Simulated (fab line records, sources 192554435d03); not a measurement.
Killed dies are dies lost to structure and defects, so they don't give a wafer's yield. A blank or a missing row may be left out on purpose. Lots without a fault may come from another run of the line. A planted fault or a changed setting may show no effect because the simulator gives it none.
fab line records | flow n5_finfet
record lots=5 wafers=15 last_day=16
route steps=1938 shown BEOL_M7@1323 BEOL_M8@1332
lots that met no fault: from a run of the same line without faults
start_h: hours from the record's first day to the start of the lot's first wafer shown | wait_h: hours since the lot's step before | " the same as in the row above | L1.1+2: a row that stands for several wafers | - no value, or no start given | * or withheld: withheld | < > ~ a bound
route shown NAME@n: a module of which the file shows steps, and the number in the route of the first | usual: mean/standard deviation of fault-free wafers | same: alike in all rows | chamber/n: place in a boat | sites: the reading at each site | _std_site: their standard deviation | _edge_site: outer sites' mean less inner sites' | radius_mm: how far each site lies from the wafer's centre | mask NAME#n: copy n | behind: the tool/chamber that last shaped the wafer | hold: why the lot was held/for how many hours/how that ended | device: the transistor (n, p or np) that didn't switch | end of line: the same wafers' tests at the end of the route | a step without rows: its recipe alone | killed: dies lost to structure and defects at the first sort, not the wafer's yield | map: a wafer's dies, x killed, . not, _ none there
set.NAME: the setting as run; set.NAME@STEP: as run at that earlier step | model.NAME: the simulator's own value behind a step, which no gauge read
lots at some steps of the route; a table a step, a row a wafer
services: from which hour (start_h, from the record's first day; less than 0 if before it) a tool's chamber was out of use, for how many hours, and why
## steps
# step N5_BEOL_M7_SPUTTER_48
# recipe material=Cu target_thk_a=100 temp_c=-20 bias_v=60 power_w=26000 chamber_pressure_pa=0.13 time_s=1.667
# step N5_BEOL_M7_ECD_50
# recipe material=Cu target_thk_a=3000
# step N5_BEOL_M7_ANNEAL_51
# recipe temp_c=225 time_s=90 ambient=N2
# step N5_BEOL_M7_CMP_52
# recipe stop_on=SiCOH_lowk t_overpolish_s=6.9 down_force_psi=1 platen_rpm=50 clearing_platen_down_force_psi=1.5 clearing_platen_rpm=50 post_cmp_clean=cu_alkaline target_thk_nm=80 clearing_platen_pad_velocity_m_s=0.99484 pad_velocity_m_s=0.99484
# step N5_BEOL_M7_PRE_CLEAN_55
# recipe gas=NH3 time_s=15 temp_c=withheld rf_power_w=300
# step N5_BEOL_M7_DEP_56
# recipe material=SiCN target_thk_a=100 temp_c=withheld precursor=3MS/NH3 pressure_torr=3 rf_w=202 time_s=17.5
# step N5_BEOL_M8_ILD_DEP_00
# recipe material=SiCOH_lowk target_thk_a=1797.5 temp_c=300 precursor=DEMS/porogen pressure_torr=5 rf_w=500 time_s=33.4
# step N5_BEOL_M8_CURE_74
# recipe temp_c=385 time_s=240 ambient=He/Ar material=SiCOH_lowk
# step N5_BEOL_M8_PECVD_70
# recipe material=SiO2 target_thk_a=200 temp_c=400 precursor=TEOS/O2 pressure_torr=5.5 rf_w=450 teos_flow_sccm=53.8 gas=O2 flow_sccm=3000 time_s=22.7
# usual heater_power_outer_w=427/53 heater_power_w=714/84 showerhead_plenum_p_Torr=8.77/0.055 showerhead_vpp_V=1339/43 throttle_valve_pct=22.6/1.1
# columns lot.wafer tool chamber start_h wait_h heater_power_outer_w heater_power_w showerhead_plenum_p_Torr showerhead_vpp_V throttle_valve_pct model.SiO2_of_BEOL_M8_PECVD_70.thk_nm
L593.1 pecvd-04 2 226.64 0.0 392 717 8.71 1349 21.3 20.4
L593.5 " 0 " " 475 833 8.71 1289 24.2 19.8
L593.6 " 2 " " 407 710 8.71 1341 21.4 20.6
L595.1 pecvd-04 0 228.35 0.0 488 825 8.71 1300 24.2 18.4
L595.4 " 2 " " 448 756 8.73 1353 21.5 20.2
L595.5 " 1 " " 447 718 8.85 1357 23.4 20
L596.1 pecvd-04 2 237.62 0.0 374 654 8.73 1325 21.5 19.4
L596.2 " 1 " " 502 758 8.84 1357 23.7 19
L596.5 " 2 " " 384 682 8.69 1362 21.5 20.4
L597.1 pecvd-04 1 246.73 0.0 429 646 8.85 1358 23.5 19.2
L597.2 " 2 " " 398 728 8.71 1329 21.2 19.4
L597.5 " 1 " " 430 666 8.86 1373 23.6 20.4
L606.2 pecvd-02 2 307.80 0.0 377 648 8.68 1420 22.1 20
L606.4 " 1 " " 435 673 8.81 1339 23.7 19.6
L606.6 " 0 " " 441 797 8.80 1395 21.0 19.6
# step N5_BEOL_M8_HM_DEP_02
# recipe material=TiN target_thk_a=200 temp_c=25 chamber_pressure_pa=0.49996
# step N5_BEOL_M8_COAT_59
# recipe resist=SOC temp_c=250 time_s=60 spin_rpm=1500 resist_thk_nm=100
# step N5_BEOL_M8_COAT_60
# recipe resist=SiARC temp_c=220 time_s=60 spin_rpm=1500 resist_thk_nm=35
# step N5_BEOL_M8_COAT_05
# recipe resist=CAR-ArF spin_rpm=1500 resist_thk_nm=90
# step N5_BEOL_M8_EBR_07
# recipe solvent=PGMEA ebr_width_mm=1.5
# step N5_BEOL_M8_SOFTBAKE_06
# recipe temp_c=110 time_s=60 resist=CAR-ArF
# step N5_BEOL_M8_EXPOSE_08
# recipe mask_id=M8 na=1.35 source_shape=dipole sigma_inner=0.817 sigma_outer=0.97 polarization=te dose_mj=68.25
# step N5_BEOL_M8_PEB_09
# recipe peb_temp_c=withheld peb_time_s=60 resist=CAR-ArF
# step N5_BEOL_M8_DEVELOP_10
# recipe develop_time_s=30 developer=TMAH resist=CAR-ArF rinse_liquid=diw dry=air_spin dev_temp_c=23
# step N5_BEOL_M8_DESCUM_16
# recipe chemistry=O2 time_s=7.9 source_power_w=50 bias_power_w=20 pressure_mtorr=20 rf_frequency_hz=2.712e+07 temp_c=40 resist=CAR-ArF o2_flow_sccm=225
# step N5_BEOL_M8_ETCH_61
# recipe chemistry=CF4 target=SiARC target_depth_a=455 mask_material=CAR-ArF time_s=75.8 ion_energy_ev=80 pressure_mtorr=40 source_w=545 bias_w=36 Ar_flow_sccm=100 cf4_flow_sccm=100 ends=cleared
# step N5_BEOL_M8_ETCH_62
# recipe chemistry=N2/H2 target=SOC target_depth_a=1100 overetch_a=220 mask_material=SiARC temp_c=40 time_s=165 ion_energy_ev=200 pressure_mtorr=30 source_w=840 bias_w=150 n2_flow_sccm=200 h2_flow_sccm=200
# step N5_BEOL_M8_STRIP_68
# recipe chemistry=N2/H2 temp_c=40 n2_flow_sccm=200 h2_flow_sccm=200 rf_frequency_hz=6e+07
# step N5_BEOL_M8_STRIP_67
# recipe chemistry=CF4 resist=SiARC power_w=300 bias_power_w=75 pressure_mtorr=50 cf4_flow_sccm=150 rf_frequency_hz=6e+07
# step N5_BEOL_M8_HM_OPEN_17
# recipe chemistry=Cl2/BCl3 target_depth_a=200 overetch_a=60 target=TiN mask_material=SOC ion_energy_ev=150 pressure_mtorr=10 icp_w=1000 bias_w=126 Cl2_flow_sccm=53.25 bcl3_flow_sccm=21.75 Ar_flow_sccm=25
# step N5_BEOL_M8_STRIP_19
# recipe chemistry=O2 power_w=400 temp_c=40 pressure_mtorr=30 rf_frequency_hz=6e+07 bias_power_w=0 overash_fraction=0.2 o2_flow_sccm=225
# step N5_BEOL_M8_COAT_63
# recipe resist=SOC temp_c=250 time_s=60 spin_rpm=1500 resist_thk_nm=60
# step N5_BEOL_M8_COAT_64
# recipe resist=SiARC temp_c=220 time_s=60 spin_rpm=1500 resist_thk_nm=12
# step N5_BEOL_M8_COAT_71
# recipe resist=underlayer temp_c=205 time_s=60 spin_rpm=1500 resist_thk_nm=5
# step N5_BEOL_M8_COAT_22
# recipe resist=CAR-EUV spin_rpm=1500 resist_thk_nm=30
# step N5_BEOL_M8_EBR_24
# recipe solvent=PGMEA ebr_width_mm=1.5
# step N5_BEOL_M8_SOFTBAKE_23
# recipe temp_c=110 time_s=60 resist=CAR-EUV
# step N5_BEOL_M8_EXPOSE_25
# recipe mask_id=V7 na=0.33 source_shape=annular sigma_inner=0.4 sigma_outer=0.8 polarization=unpolarized target_cd_nm=40 dose_mj=42.5
# step N5_BEOL_M8_PEB_26
# recipe peb_temp_c=100 peb_time_s=60 resist=CAR-EUV
# step N5_BEOL_M8_DEVELOP_27
# recipe develop_time_s=30 developer=TMAH resist=CAR-EUV rinse_liquid=surfactant_rinse dry=air_spin dev_temp_c=23
# step N5_BEOL_M8_HM_STRIP_39
# recipe chemistry=peroxide_tin_strip material=TiN target_depth_a=250 temp_c=50 time_s=158
# columns lot.wafer tool chamber start_h wait_h model.SiO2_of_BEOL_M8_PECVD_70.thk_nm
L593.1 wet_bench-03 4 231.59 0.0 20.2
L593.5 " 1 " " 19.8
L593.6 " 3 " " 20.4
L595.1 wet_bench-04 1 234.81 0.0 18.2
L595.4+5 " 2,6 " " 20
L596.1 wet_bench-04 1 241.43 0.0 19.4
L596.2 " 3 " " 18.8
L596.5 " 5 " " 20.2
L597.1 wet_bench-02 5 251.77 0.0 19
L597.2 " 4 " " 19.2
L597.5 " 1 " " 20.2
L606.2 wet_bench-04 6 310.64 0.0 20
L606.4 " 4 " " 19.6
L606.6 " 0 " " 19.4
## services
# columns tool chamber start_h hours kind
pecvd-04 - 204.84 5.5 pm
pecvd-02 0 207.39 2.1 scheduled_down
wet_bench-03 - 220.90 0.9 repair
pecvd-02 2 276.84 2.1 scheduled_down
pecvd-02 2 283.41 20.6 repair
## key
first_sign none at tools or gauges
model_effect step=N5_BEOL_M8_PECVD_70 value=SiO2_of_BEOL_M8_PECVD_70.thk_nm without=20 struck=19.08
model_effect step=N5_BEOL_M8_HM_STRIP_39 value=SiO2_of_BEOL_M8_PECVD_70.thk_nm without=19.84 struck=18.92
met_at N5_BEOL_M8_PECVD_70
struck_wafers L595.1,L596.1,L596.2,L597.1,L597.2
onset_between 226.64 228.35
fault kind=process_parameter_drift tool=pecvd-04 chamber=- onset_h=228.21 steps=N5_BEOL_M8_PECVD_70 channel=time_s offset=* shape=step end_h=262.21 scope=struck_wafers_only acts_in=* stated=*
